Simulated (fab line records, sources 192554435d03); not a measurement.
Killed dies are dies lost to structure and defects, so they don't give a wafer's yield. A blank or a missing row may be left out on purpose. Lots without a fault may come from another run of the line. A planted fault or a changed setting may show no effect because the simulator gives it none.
One fault seen from 3 desks | flow n5_finfet | each desk has only its own numbers; what lay behind them comes last

THE METROLOGY DESK
What the gauges read, lot by lot, whatever tool the lot ran on: means of the sampled wafers that have a number. A lot is out of limits, marked OUT, if its mean lies more than 4 standard deviations from the usual mean; the brackets give that distance. Of its 11 readings 7 are shown: those that lie furthest out on some lot.
Columns: A = DIBL_N at N5_BEOL_M4_RC_MEAS_101, usual 36.4 mV/V; B = DIBL_P at N5_BEOL_M4_RC_MEAS_101, usual 36.4 mV/V; C = IOFF_N at N5_BEOL_M4_RC_MEAS_101, usual 0.16 nA/um; D = IOFF_P at N5_BEOL_M4_RC_MEAS_101, usual 0.21 nA/um; E = ION_N at N5_BEOL_M4_RC_MEAS_101, usual 680 uA/um; F = SS_N at N5_BEOL_M4_RC_MEAS_101, usual 71.5 mV/dec; G = VT_N at N5_BEOL_M4_RC_MEAS_101, usual 249 mV
lot  | first seen here | A    | B    | C    | D    | E   | F    | G
L124 | day 4 13:43     | 37.4 | 35.5 | 0.15 | 0.18 | 682 | 71.4 | 251
L127 | day 5 13:05     | 35.5 | 36.5 | 0.18 | 0.21 | 693 | 71.5 | 247
L128 | day 5 23:08     | 35.4 | 37.2 | 0.16 | 0.19 | 673 | 71.7 | 250
L129 | day 6 03:28     | 36.7 | 37.3 | 0.16 | 0.20 | 674 | 71.5 | 251
L132 | day 6 15:07     | 36.0 | 36.0 | 0.15 | 0.20 | 692 | 71.3 | 250
L134 | day 7 03:30     | 37.0 | 35.0 | 0.17 | 0.21 | 682 | 71.8 | 248
L141 | day 8 22:14     | 36.0 | 37.0 | 0.15 | 0.21 | 668 | 71.5 | 253
L145 | day 10 02:29    | 39.6 | 40.3 | 0.25 | 0.28 | 702 | 72.4 | 242
L146 | day 10 04:05    | 36.1 | 35.4 | 0.14 | 0.21 | 674 | 71.3 | 252
L147 | day 10 11:47    | 36.4 | 36.4 | 0.16 | 0.23 | 678 | 71.7 | 249
This desk's finding: nothing out of limits on any of the 10 lots.

THE TOOL OWNER'S DESK: rie_diel-04
The tool's own readings at N5_MOL_CONTACT_COAG_ETCH_15 (etches SiNx in CH3F/O2, stops on Si:P, target depth 7 nm): means of the sampled wafers that have a number, for each lot that ran on this tool. A lot is out of limits, marked OUT, if its mean lies more than 4 standard deviations from the usual mean; the brackets give that distance.
Columns: A = drypump_motor_current_A at N5_MOL_CONTACT_COAG_ETCH_15, usual 5.9 A; B = mfc_ar_sccm at N5_MOL_CONTACT_COAG_ETCH_15, usual 150.0 sccm; C = oes_product_au at N5_MOL_CONTACT_COAG_ETCH_15, usual 0.57 a.u.; D = rf_vpp_V at N5_MOL_CONTACT_COAG_ETCH_15, usual 297 V; E = showerhead_plenum_p_Torr at N5_MOL_CONTACT_COAG_ETCH_15, usual 1.96 Torr; F = throttle_valve_pct at N5_MOL_CONTACT_COAG_ETCH_15, usual 16.46 %
lot  | first seen here | A   | B     | C    | D   | E    | F
L124 | day 4 14:14     | 6.1 | 150.1 | 0.60 | 297 | 1.93 | 16.36
L127 | day 5 13:26     | 6.0 | 149.6 | 0.55 | 300 | 1.94 | 16.63
L128 | day 5 23:26     | 5.8 | 150.2 | 0.55 | 301 | 1.96 | 16.60
L129 | day 6 03:47     | 6.3 | 149.7 | 0.58 | 297 | 1.94 | 16.44
L132 | day 6 15:25     | 5.7 | 149.9 | 0.51 | 300 | 1.96 | 16.59
L134 | day 7 03:49     | 6.2 | 149.6 | 0.51 | 294 | 1.96 | 16.30
L145 | day 10 02:47    | 5.8 | 150.5 | 0.54 | 300 | 1.91 | 16.64
L146 | day 10 04:25    | 6.0 | 150.6 | 0.53 | 300 | 1.93 | 16.69
L147 | day 10 12:11    | 5.6 | 150.1 | 0.57 | 296 | 1.92 | 16.39
This desk's finding: nothing out of limits on any of the 9 lots.

THE DEFECT DESK
What the inspections along the route counted, lot by lot: means of the sampled wafers that have a number. A lot is out of limits, marked OUT, if its mean lies more than 4 standard deviations from the usual mean; the brackets give that distance.
Columns: A = raw_defect_count at N5_MOL_CONTACT_COAG_INSPECT_10, usual 85
lot  | first seen here | A
L124 | day 4 13:46     | 86
L127 | day 5 13:08     | 115
L128 | day 5 23:11     | 92
L129 | day 6 03:31     | 81
L132 | day 6 15:10     | 76
L134 | day 7 03:33     | 87
L141 | day 8 22:18     | 79
L145 | day 10 02:32    | 86
L146 | day 10 04:09    | 59
L147 | day 10 11:50    | 64
This desk's finding: nothing out of limits on any of the 10 lots.

PUT TOGETHER
The metrology desk saw nothing out of limits.
The tool owner's desk saw nothing out of limits.
The defect desk saw nothing out of limits.

WHAT THE SIMULATOR HAD PUT IN
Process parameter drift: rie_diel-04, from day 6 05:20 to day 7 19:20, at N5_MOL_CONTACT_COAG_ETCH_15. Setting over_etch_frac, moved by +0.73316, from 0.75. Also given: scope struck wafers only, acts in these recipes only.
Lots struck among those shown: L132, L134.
